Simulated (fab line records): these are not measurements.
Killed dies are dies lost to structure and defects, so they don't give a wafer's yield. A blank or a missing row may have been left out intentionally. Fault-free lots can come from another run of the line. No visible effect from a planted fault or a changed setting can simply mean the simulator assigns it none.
fab line records + flow n5_finfet
record
- lots=12
- wafers=31
- last_day=18
route steps=1938 shown BEOL_M2@919 BEOL_M3@937 BEOL_M4@1111 PASSIVATION@1936
lots that met no fault: taken from a fault-free run of the same line
start_h: hours from the record's opening day to when the first of the lot's shown wafers began + wait_h: how many hours have passed since the lot's step before this one + " unchanged from the row above + L1.1+2: a single row standing in for several wafers + - no value present, or no start provided + * or withheld: withheld + < > ~ a bound
route shown NAME@n: a module of which the file shows steps, and the number in the route of the first + usual: the fault-free wafers' mean and standard deviation + same: alike in all rows + chamber/n: place in a boat + sites: each site's reading + _std_site: the values' standard deviation + _edge_site: inner sites' mean taken away from outer sites' mean + radius_mm: how far each site lies from the wafer's centre + mask NAME#n: copy n + behind: the last tool/chamber to shape the wafer + hold: why the lot went on hold/how many hours it stayed there/how the hold came to an end + device: the transistor (n, p or np) that didn't switch + end of line: the tests these same wafers got at the end of their route + where a step has no rows: the recipe by itself + killed: count of dies lost to structure and defects at first sort (not the wafer's yield) + map: a wafer's dies, x killed, . not, _ none there
set.NAME: the setting the step ran with; set.NAME@STEP: the setting that earlier step ran with + model.NAME: the simulator's own value behind a step, which no gauge read
route steps across a sampled set of lots; one table per step, one row per wafer
services: when a tool's chamber went out of use (start_h, in hours from the record's first day, below 0 if earlier), for how many hours, and the reason
## steps
# step N5_BEOL_M2_ANNEAL_95
# recipe
- temp_c=400
- time_s=240
- ambient=vacuum
# usual
- heater_power_w=831/95
| lot.wafer | tool           | chamber | start_h | wait_h | heater_power_w |
|-----------|----------------|---------|---------|--------|----------------|
| L978.3    | pvd_sputter-01 | -       | 145.76  | 0.0    | 785            |
| L978.4    | "              | -       | "       | "      | 759            |
| L978.5    | "              | -       | "       | "      | 830            |
| L980.3    | pvd_sputter-02 | -       | 153.74  | 0.0    | 858            |
| L980.4    | "              | -       | "       | "      | 805            |
| L980.5    | "              | -       | "       | "      | 823            |
| L982.2    | pvd_sputter-02 | -       | 163.16  | 0.0    | 862            |
| L982.3    | "              | -       | "       | "      | 896            |
| L982.4    | "              | -       | "       | "      | 811            |
| L985.3    | pvd_sputter-01 | -       | 189.65  | 0.0    | 765            |
| L985.4    | "              | -       | "       | "      | 791            |
| L987.3    | pvd_sputter-01 | -       | 205.29  | 0.0    | 958            |
| L987.5    | "              | -       | "       | "      | 780            |
| L987.6    | "              | -       | "       | "      | 790            |
| L991.1    | pvd_sputter-01 | -       | 235.24  | 0.0    | 966            |
| L991.2    | "              | -       | "       | "      | 777            |
| L991.5    | "              | -       | "       | "      | 774            |
| L994.3    | pvd_sputter-02 | -       | 252.32  | 0.0    | 859            |
| L994.6    | "              | -       | "       | "      | 800            |
| L995.1    | pvd_sputter-03 | -       | 252.90  | 0.0    | 623            |
| L995.5    | "              | -       | "       | "      | 832            |
| L997.2    | pvd_sputter-03 | -       | 258.46  | 0.0    | 839            |
| L997.3    | "              | -       | "       | "      | 831            |
| L997.4    | "              | -       | "       | "      | 1027           |
| L998.4    | pvd_sputter-03 | -       | 270.60  | 0.0    | 1019           |
| L998.5    | "              | -       | "       | "      | 831            |
| L999.1    | pvd_sputter-02 | -       | 295.30  | 0.0    | 895            |
| L999.3    | "              | -       | "       | "      | 805            |
| L100.2    | pvd_sputter-02 | -       | 302.23  | 0.0    | 887            |
| L100.4    | "              | -       | "       | "      | 817            |
| L100.5    | "              | -       | "       | "      | 890            |
# step N5_BEOL_M2_SPUTTER_96
# recipe
- material=Cu
- target_thk_a=45
- temp_c=-20
- chamber_pressure_pa=0.07
- power_w=withheld
- time_s=8.29
# usual
- throttle_valve_pct=29.5/0.95
| lot.wafer | tool           | chamber | start_h | wait_h | throttle_valve_pct |
|-----------|----------------|---------|---------|--------|--------------------|
| L978.3    | pvd_sputter-01 | -       | 145.90  | 0.1    | 29.7               |
| L978.4    | "              | -       | "       | "      | 29.0               |
| L978.5    | "              | -       | "       | "      | 28.6               |
| L980.3    | pvd_sputter-02 | -       | 153.88  | 0.1    | 30.3               |
| L980.4    | "              | -       | "       | "      | 31.9               |
| L980.5    | "              | -       | "       | "      | 32.0               |
| L982.2    | pvd_sputter-02 | -       | 163.30  | 0.1    | 30.1               |
| L982.3    | "              | -       | "       | "      | 29.0               |
| L982.4    | "              | -       | "       | "      | 32.0               |
| L985.3    | pvd_sputter-01 | -       | 189.79  | 0.1    | 30.0               |
| L985.4    | "              | -       | "       | "      | 29.0               |
| L987.3    | pvd_sputter-01 | -       | 205.43  | 0.1    | 28.8               |
| L987.5    | "              | -       | "       | "      | 28.7               |
| L987.6    | "              | -       | "       | "      | 29.7               |
| L991.1    | pvd_sputter-01 | -       | 235.38  | 0.1    | 28.8               |
| L991.2    | "              | -       | "       | "      | 29.6               |
| L991.5    | "              | -       | "       | "      | 29.7               |
| L994.3    | pvd_sputter-02 | -       | 252.46  | 0.1    | 29.9               |
| L994.6    | "              | -       | "       | "      | 31.8               |
| L995.1    | pvd_sputter-03 | -       | 253.04  | 0.1    | 28.7               |
| L995.5    | "              | -       | "       | "      | 29.2               |
| L997.2    | pvd_sputter-03 | -       | 258.60  | 0.1    | 29.1               |
| L997.3    | "              | -       | "       | "      | 29.2               |
| L997.4    | "              | -       | "       | "      | 28.6               |
| L998.4    | pvd_sputter-03 | -       | 270.74  | 0.1    | 28.8               |
| L998.5    | "              | -       | "       | "      | 29.3               |
| L999.1    | pvd_sputter-02 | -       | 295.44  | 0.1    | 29.1               |
| L999.3    | "              | -       | "       | "      | 31.9               |
| L100.2    | pvd_sputter-02 | -       | 302.37  | 0.1    | 28.9               |
| L100.4    | "              | -       | "       | "      | 31.6               |
| L100.5    | "              | -       | "       | "      | 28.9               |
# step N5_BEOL_M2_PRE_CLEAN_60
# recipe
- gas=NH3/H2
- time_s=15
- temp_c=*
- rf_power_w=300
# usual
- heater_power_w=102/29
- rf_fwd_power_W=297.1/1.1
| lot.wafer | tool      | chamber | start_h | wait_h | heater_power_w | rf_fwd_power_W |
|-----------|-----------|---------|---------|--------|----------------|----------------|
| L978.3    | cvd_co-02 | 0       | 147.02  | 0.0    | 110            | 297.4          |
| L978.4    | "         | 1       | "       | "      | 81             | 296.4          |
| L978.5    | "         | 0       | "       | "      | 113            | 296.6          |
| L980.3    | cvd_co-01 | 1       | 154.71  | 0.0    | 59             | 298.6          |
| L980.4    | "         | 0       | "       | "      | 92             | 298.0          |
| L980.5    | "         | 1       | "       | "      | 61             | 299.2          |
| L982.2    | cvd_co-02 | 2       | 164.42  | 0.1    | 70             | 296.6          |
| L982.3    | "         | 0       | "       | "      | 108            | 297.8          |
| L982.4    | "         | 1       | "       | "      | 81             | 297.9          |
| L985.3    | cvd_co-01 | 0       | 190.84  | 0.0    | 91             | 296.8          |
| L985.4    | "         | 2       | "       | "      | 145            | 296.1          |
| L987.3    | cvd_co-01 | 2       | 206.27  | 0.1    | 145            | 296.6          |
| L987.5    | "         | 2       | "       | "      | 145            | 296.5          |
| L987.6    | "         | 0       | "       | "      | 95             | 298.4          |
| L991.1    | cvd_co-02 | 1       | 236.21  | 0.0    | 82             | 296.9          |
| L991.2    | "         | 0       | "       | "      | 112            | 294.9          |
| L991.5    | "         | 2       | "       | "      | 72             | 296.9          |
| L994.3    | cvd_co-02 | 1       | 253.30  | 0.0    | 82             | 297.9          |
| L994.6    | "         | 2       | "       | "      | 74             | 296.8          |
| L995.1    | cvd_co-01 | 2       | 253.92  | 0.0    | 145            | 296.4          |
| L995.5    | "         | 2       | "       | "      | 148            | 296.6          |
| L997.2    | cvd_co-01 | 2       | 259.43  | 0.0    | 143            | 296.7          |
| L997.3    | "         | 2       | "       | "      | 144            | 296.8          |
| L997.4    | "         | 0       | "       | "      | 92             | 298.7          |
| L998.4    | cvd_co-01 | 1       | 271.61  | 0.1    | 61             | 297.9          |
| L998.5    | "         | 0       | "       | "      | 94             | 298.3          |
| L999.1    | cvd_co-02 | 2       | 296.27  | 0.0    | 72             | 296.4          |
| L999.3    | "         | 1       | "       | "      | 83             | 296.3          |
| L100.2    | cvd_co-01 | 1       | 303.19  | 0.0    | 62             | 295.6          |
| L100.4    | "         | 1       | "       | "      | 63             | 297.2          |
| L100.5    | "         | 2       | "       | "      | 146            | 296.8          |
# step N5_BEOL_M3_COAT_73
# recipe
- resist=underlayer
- temp_c=205
- time_s=60
- spin_rpm=1500
- resist_thk_nm=5
# usual
- chill_plate_temp_C=23.00/0.11
- exhaust_pa=45.1/0.88
- spin_speed_rpm=1499.9/1.1
| lot.wafer | tool           | chamber | start_h | wait_h | chill_plate_temp_C | exhaust_pa | spin_speed_rpm |
|-----------|----------------|---------|---------|--------|--------------------|------------|----------------|
| L978.3    | litho_track-05 | 0       | 148.79  | -      | 23.08              | 45.5       | 1501.3         |
| L978.4    | "              | 0       | "       | "      | 22.98              | 45.2       | 1500.6         |
| L978.5    | "              | 0       | "       | "      | 23.10              | 45.6       | 1501.9         |
| L980.3    | litho_track-02 | 0       | 157.29  | -      | 22.95              | 44.4       | 1500.2         |
| L980.4    | "              | 0       | "       | "      | 22.90              | 44.4       | 1499.3         |
| L980.5    | "              | 0       | "       | "      | 22.86              | 44.8       | 1500.7         |
| L982.2    | litho_track-05 | 0       | 168.45  | -      | 22.99              | 45.6       | 1499.8         |
| L982.3    | "              | 0       | "       | "      | 23.02              | 46.4       | 1498.9         |
| L982.4    | "              | 0       | "       | "      | 23.02              | 46.3       | 1500.1         |
| L985.3    | litho_track-05 | 0       | 192.04  | -      | 22.87              | 44.7       | 1498.3         |
| L985.4    | "              | 0       | "       | "      | 22.90              | 45.4       | 1500.5         |
| L987.3    | litho_track-05 | 0       | 206.98  | -      | 22.92              | 46.4       | 1654.3         |
| L987.5    | "              | 0       | "       | "      | 22.99              | 43.4       | 1652.6         |
| L987.6    | "              | 0       | "       | "      | 23.05              | 45.0       | 1651.9         |
| L991.1    | litho_track-05 | 0       | 237.56  | -      | 22.96              | 44.6       | 1651.8         |
| L991.2    | "              | 0       | "       | "      | 23.10              | 44.4       | 1655.0         |
| L991.5    | "              | 0       | "       | "      | 23.00              | 45.1       | 1654.3         |
| L994.3    | litho_track-04 | 0       | 253.89  | -      | 22.88              | 46.1       | 1500.5         |
| L994.6    | "              | 0       | "       | "      | 22.97              | 46.8       | 1500.3         |
| L995.1    | litho_track-04 | 0       | 255.70  | -      | 23.22              | 45.7       | 1501.6         |
| L995.5    | "              | 0       | "       | "      | 23.26              | 45.1       | 1498.6         |
| L997.2    | litho_track-02 | 0       | 260.54  | -      | 22.92              | 44.5       | 1499.6         |
| L997.3    | "              | 0       | "       | "      | 22.95              | 44.6       | 1499.1         |
| L997.4    | "              | 0       | "       | "      | 23.00              | 44.1       | 1499.5         |
| L998.4    | litho_track-02 | 0       | 272.24  | -      | 22.99              | 46.1       | 1499.3         |
| L998.5    | "              | 0       | "       | "      | 22.90              | 44.7       | 1502.2         |
| L999.1    | litho_track-02 | 0       | 299.42  | -      | 22.91              | 44.2       | 1501.2         |
| L999.3    | "              | 0       | "       | "      | 22.91              | 44.3       | 1500.1         |
| L100.2    | litho_track-05 | 0       | 303.84  | -      | 23.12              | 45.2       | 1499.5         |
| L100.4    | "              | 0       | "       | "      | 23.33              | 46.7       | 1500.8         |
| L100.5    | "              | 0       | "       | "      | 23.07              | 45.4       | 1500.2         |
# step N5_BEOL_M4_RC_MEAS_101
# usual
- DIBL_N=36.2/2.2
- DIBL_P=36.5/3
- IOFF_N=0.16/0.039
- IOFF_P=0.22/0.047
- ION_N=675/15
- ION_P=463/10
- SS_N=71.6/0.71
- SS_P=73.4/0.94
- VT_N=250/3.6
- VT_P=-250/3.9
| lot.wafer | tool      | chamber | start_h | wait_h | DIBL_N[mV/V] | DIBL_P[mV/V] | IOFF_N[nA/um] | IOFF_P[nA/um] | ION_N[uA/um] | ION_P[uA/um] | SS_N[mV/dec] | SS_P[mV/dec] | VT_N[mV] | VT_P[mV] |
|-----------|-----------|---------|---------|--------|--------------|--------------|---------------|---------------|--------------|--------------|--------------|--------------|----------|----------|
| L978.3    | prober-01 | 0       | 167.53  | 0.3    | 36.4         | 33.6         | 0.14          | 0.17          | 661          | 450          | 71.7         | 72.8         | 251      | -255     |
| L978.4    | "         | 0       | "       | "      | 34.3         | 31.7         | 0.12          | 0.16          | 666          | 458          | 71.3         | 72.0         | 249      | -254     |
| L978.5    | "         | 0       | "       | "      | 34.3         | 31.1         | 0.12          | 0.14          | 654          | 450          | 71.8         | 72.2         | 251      | -253     |
| L980.3    | prober-02 | 0       | 175.91  | 0.3    | 35.7         | 35.8         | 0.14          | 0.18          | 669          | 452          | 71.3         | 74.0         | 251      | -253     |
| L980.4    | "         | 0       | "       | "      | 41.1         | 42.1         | 0.26          | 0.29          | 694          | 470          | 73.5         | 75.4         | 245      | -249     |
| L980.5    | "         | 0       | "       | "      | 35.3         | 35.4         | 0.14          | 0.18          | 658          | 455          | 71.3         | 73.2         | 252      | -255     |
| L982.2    | prober-01 | 0       | 189.36  | 0.2    | 38.5         | 39.0         | 0.20          | 0.28          | 687          | 476          | 72.4         | 73.7         | 247      | -245     |
| L982.3    | "         | 0       | "       | "      | 35.3         | 35.3         | 0.14          | 0.23          | 662          | 462          | 70.6         | 73.4         | 249      | -245     |
| L982.4    | "         | 0       | "       | "      | 37.7         | 37.4         | 0.18          | 0.25          | 690          | 473          | 71.3         | 72.9         | 246      | -245     |
| L985.3    | prober-02 | 0       | 218.42  | 0.3    | 29.9         | 28.0         | 0.08          | 0.10          | 634          | 431          | 70.5         | 71.9         | 259      | -261     |
| L985.4    | "         | 0       | "       | "      | 35.6         | 35.0         | 0.17          | 0.17          | 681          | 455          | 71.5         | 72.6         | 247      | -256     |
| L987.3    | prober-02 | 0       | 227.28  | 0.3    | 37.8         | 41.4         | 0.19          | 0.29          | 672          | 471          | 72.0         | 73.6         | 249      | -245     |
| L987.5    | "         | 0       | "       | "      | 32.0         | 33.5         | 0.10          | 0.17          | 647          | 454          | 69.9         | 72.1         | 255      | -251     |
| L987.6    | "         | 0       | "       | "      | 40.5         | 43.5         | 0.27          | 0.34          | 697          | 479          | 72.3         | 75.5         | 242      | -242     |
| L991.1    | prober-01 | 0       | 256.84  | 0.0    | 38.2         | 38.9         | 0.18          | 0.21          | 669          | 458          | 71.9         | 74.2         | 249      | -252     |
| L991.2    | "         | 0       | "       | "      | 35.4         | 36.4         | 0.13          | 0.17          | 667          | 461          | 71.2         | 73.1         | 253      | -256     |
| L991.5    | "         | 0       | "       | "      | 34.8         | 36.2         | 0.15          | 0.19          | 698          | 475          | 70.6         | 73.2         | 248      | -252     |
| L994.3    | prober-02 | 0       | 280.46  | 0.3    | 36.8         | 36.2         | 0.18          | 0.21          | 690          | 460          | 72.1         | 73.8         | 246      | -250     |
| L994.6    | "         | 0       | "       | "      | 38.3         | 38.6         | 0.21          | 0.24          | 686          | 462          | 71.9         | 74.4         | 244      | -248     |
| L995.1    | prober-02 | 0       | 285.12  | 0.1    | 35.0         | 32.9         | 0.14          | 0.19          | 659          | 457          | 71.0         | 71.6         | 251      | -249     |
| L995.5    | "         | 0       | "       | "      | 40.5         | 40.7         | 0.26          | 0.32          | 702          | 479          | 73.5         | 74.1         | 244      | -242     |
| L997.2    | prober-01 | 0       | 286.86  | 0.2    | 36.1         | 37.7         | 0.18          | 0.27          | 673          | 466          | 72.0         | 74.1         | 249      | -245     |
| L997.3    | "         | 0       | "       | "      | 34.7         | 35.3         | 0.15          | 0.22          | 683          | 473          | 71.0         | 73.4         | 249      | -248     |
| L997.4    | "         | 0       | "       | "      | 37.6         | 37.5         | 0.20          | 0.26          | 681          | 467          | 71.9         | 73.8         | 244      | -247     |
| L998.4    | prober-01 | 0       | 289.51  | 0.5    | 37.0         | 38.9         | 0.16          | 0.22          | 673          | 455          | 71.2         | 73.2         | 251      | -252     |
| L998.5    | "         | 0       | "       | "      | 37.9         | 40.3         | 0.17          | 0.23          | 672          | 460          | 72.0         | 73.9         | 251      | -250     |
| L999.1    | prober-02 | 0       | 317.23  | 0.0    | 42.3         | 42.9         | 0.26          | 0.34          | 684          | 467          | 72.5         | 76.7         | 247      | -246     |
| L999.3    | "         | 0       | "       | "      | 34.6         | 33.3         | 0.12          | 0.16          | 661          | 457          | 70.7         | 73.3         | 254      | -255     |
| L100.2    | prober-01 | 0       | 321.09  | 0.2    | 34.2         | 36.4         | 0.15          | 0.21          | 678          | 460          | 71.5         | 74.1         | 248      | -249     |
| L100.4    | "         | 0       | "       | "      | 36.0         | 37.1         | 0.18          | 0.22          | 682          | 462          | 71.9         | 73.2         | 246      | -250     |
| L100.5    | "         | 0       | "       | "      | 32.6         | 33.2         | 0.12          | 0.17          | 665          | 457          | 71.3         | 72.6         | 251      | -254     |
# step N5_PASSIVATION_PROBE_49
# usual
- defect_limited_yield=91.5/1.5
- killed_at_M0_to_M3=32/10
- killed_at_M4_up=13/4.9
- killed_at_contacts=13/6.1
- killed_at_front_end=38/11
- killed_at_other=3/3.2
- killed_dies=101/18
- killed_open=66/13
- killed_short=32/8.3
- sort_bin_4_leakage=0.00/0.018
- sort_bin_5_function=5.0/1
- sort_bin_6_memory=3.2/0.74
- sort_bin_8_speed=0.1/1.1
- sort_n_pass=1078/22
- sort_yield_pct=91.3/1.9
# same
- gross_dies=1180
- killed_at_back_side=0
| lot.wafer | tool      | chamber | start_h | wait_h | defect_limited_yield[%] | killed_at_M0_to_M3 | killed_at_M4_up | killed_at_contacts | killed_at_front_end | killed_at_other | killed_dies | killed_open | killed_short | sort_bin_4_leakage[%] | sort_bin_5_function[%] | sort_bin_6_memory[%] | sort_bin_8_speed[%] | sort_n_pass | sort_yield_pct[%] |
|-----------|-----------|---------|---------|--------|-------------------------|--------------------|-----------------|--------------------|---------------------|-----------------|-------------|-------------|--------------|-----------------------|------------------------|----------------------|---------------------|-------------|-------------------|
| L985.3    | prober-02 | -       | 329.51  | 0.1    | 91.9                    | 35                 | 11              | 13                 | 36                  | 1               | 96          | 52          | 36           | 0                     | 4.6                    | 3.6                  | 12.7                | 934         | 79.2              |
| L985.4    | prober-02 | -       | 329.56  | 0.2    | 92.7                    | 22                 | 17              | 8                  | 39                  | 0               | 86          | 54          | 29           | 0                     | 4.3                    | 2.5                  | 0                   | 1094        | 92.7              |
| L987.6    | prober-02 | -       | 335.60  | 0.3    | 90.8                    | 35                 | 4               | 6                  | 61                  | 3               | 109         | 55          | 39           | 0                     | 5.4                    | 2.4                  | 0                   | 1071        | 90.8              |
| L991.1    | prober-01 | -       | 356.65  | 0.0    | 90.8                    | 28                 | 14              | 23                 | 39                  | 5               | 109         | 72          | 26           | 0                     | 5.4                    | 2.9                  | 0                   | 1071        | 90.8              |
| L991.2    | prober-01 | -       | 356.70  | 0.1    | 92.2                    | 24                 | 11              | 28                 | 29                  | 0               | 92          | 66          | 23           | 0                     | 4.3                    | 3.2                  | 0                   | 1088        | 92.2              |
| L991.5    | prober-01 | -       | 356.85  | 0.2    | 90.6                    | 32                 | 21              | 17                 | 35                  | 6               | 111         | 66          | 41           | 0                     | 4.7                    | 4.4                  | 0                   | 1069        | 90.6              |
| L994.3    | prober-02 | -       | 386.81  | 0.1    | 91.6                    | 15                 | 12              | 12                 | 58                  | 2               | 99          | 56          | 42           | 0                     | 4.4                    | 3.6                  | 0                   | 1081        | 91.6              |
| L994.6    | prober-02 | -       | 386.96  | 0.3    | 94.9                    | 14                 | 13              | 10                 | 23                  | 0               | 60          | 39          | 20           | 0                     | 3.4                    | 1.4                  | 0                   | 1120        | 94.9              |
# killed by level:class
L985.3 MOL_CONTACT_COAG:geometric_particle:open=9 BEOL_M0_SAQP:geometric_particle:short=9 FIN_SAQP:geometric_particle:short=7 BEOL_M2:geometric_particle:open=7 DUMMY_GATE:geometric_particle:open=6 BEOL_M0_SAQP:geometric_particle:open=6 BEOL_M1:geometric_particle:open=6 BEOL_M4:geometric_particle:open=5
L985.4 FIN_SAQP:geometric_particle:short=10 BEOL_M4:geometric_particle:open=9 STI_FIN_REVEAL:geometric_particle:open=7 BEOL_M2:geometric_particle:open=7 FIN_SAQP:geometric_particle:open=6 DUMMY_GATE:geometric_particle:open=5 BEOL_M3:geometric_particle:open=5 MOL_CONTACT_COAG:geometric_particle:short=4
L987.6 FIN_SAQP:geometric_particle:open=15 HKMG_FIN:area_etch=15 BEOL_M0_SAQP:geometric_particle:short=11 FIN_SAQP:geometric_particle:short=7 GATE_CUT:geometric_particle:short=6 BEOL_M3:geometric_particle:open=6 MOL_CONTACT_COAG:geometric_particle:open=5 BEOL_M1:geometric_particle:open=5
L991.1 MOL_CONTACT_COAG:geometric_particle:open=19 BEOL_M3:geometric_particle:open=14 FIN_SAQP:geometric_particle:short=11 HKMG_FIN:area_etch=8 STI_FIN_REVEAL:geometric_particle:open=7 FIN_SAQP:geometric_particle:open=5 BEOL_M0_SAQP:geometric_particle:open=4 MOL_CONTACT_COAG:geometric_particle:short=3
L991.2 MOL_CONTACT_COAG:geometric_particle:open=23 BEOL_M3:geometric_particle:open=7 FIN_SAQP:geometric_particle:short=6 FIN_SAQP:geometric_particle:open=6 STI_FIN_REVEAL:geometric_particle:short=5 BEOL_M0_SAQP:geometric_particle:open=5 MOL_CONTACT_COAG:geometric_particle:short=4 BEOL_M1:geometric_particle:open=4
L991.5 MOL_CONTACT_COAG:geometric_particle:open=14 BEOL_M3:geometric_particle:open=11 BEOL_M4:geometric_particle:open=8 STARTING-WAFER:geometric_particle:short=7 FIN_SAQP:geometric_particle:open=6 BEOL_M0_SAQP:geometric_particle:short=6 STI_FIN_REVEAL:geometric_particle:open=5 BEOL_M0_SAQP:geometric_particle:open=4
L994.3 FIN_SAQP:geometric_particle:open=13 FIN_SAQP:geometric_particle:short=10 BEOL_M4:geometric_particle:open=8 MOL_CONTACT_COAG:geometric_particle:open=7 DUMMY_GATE:geometric_particle:short=5 MOL_CONTACT_COAG:geometric_particle:short=5 STI_FIN_REVEAL:geometric_particle:open=4 GATE_CUT:geometric_particle:short=4
L994.6 MOL_CONTACT_COAG:geometric_particle:short=5 MOL_CONTACT_COAG:geometric_particle:open=5 BEOL_M4:geometric_particle:open=5 DUMMY_GATE:geometric_particle:open=4 BEOL_M0_SAQP:geometric_particle:open=4 BEOL_M1:geometric_particle:open=4 STARTING-WAFER:geometric_particle:short=3 STI_FIN_REVEAL:geometric_particle:open=3
## services
| tool           | chamber | start_h | hours | kind   |
|----------------|---------|---------|-------|--------|
| cvd_co-01      | -       | 171.25  | 14.6  | pm     |
| pvd_sputter-02 | -       | 174.82  | 1.6   | repair |
| cvd_co-02      | -       | 185.90  | 14.6  | pm     |
| cvd_co-01      | 1       | 194.93  | 65.5  | repair |
| cvd_co-01      | -       | 211.02  | 2.8   | pm     |
## key
first_sign
- step=N5_BEOL_M3_COAT_73
- reading=spin_speed_rpm
- direction=up
- sigmas=99+
- usual=*
- struck=*
effect none on later readings
met_at N5_BEOL_M3_COAT_73
struck_lots L987,L991
baseline_loss
- step=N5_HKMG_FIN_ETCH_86
- wafers=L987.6
not_acting_at N5_BEOL_M2_ANNEAL_95,N5_BEOL_M2_SPUTTER_96,N5_BEOL_M2_PRE_CLEAN_60
onset_between 192.04 206.98
fault
- kind=process_parameter_drift
- tool=litho_track-05
- chamber=-
- onset_h=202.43
- steps=N5_BEOL_M3_COAT_73
- channel=spin_rpm
- offset=*
- shape=step
- end_h=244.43
- acts_in=*
- stated=*
# baseline_loss: these wafers lose ten dies or more at that step, a loss of the line's own and not of a fault; the sort's usual values leave them out
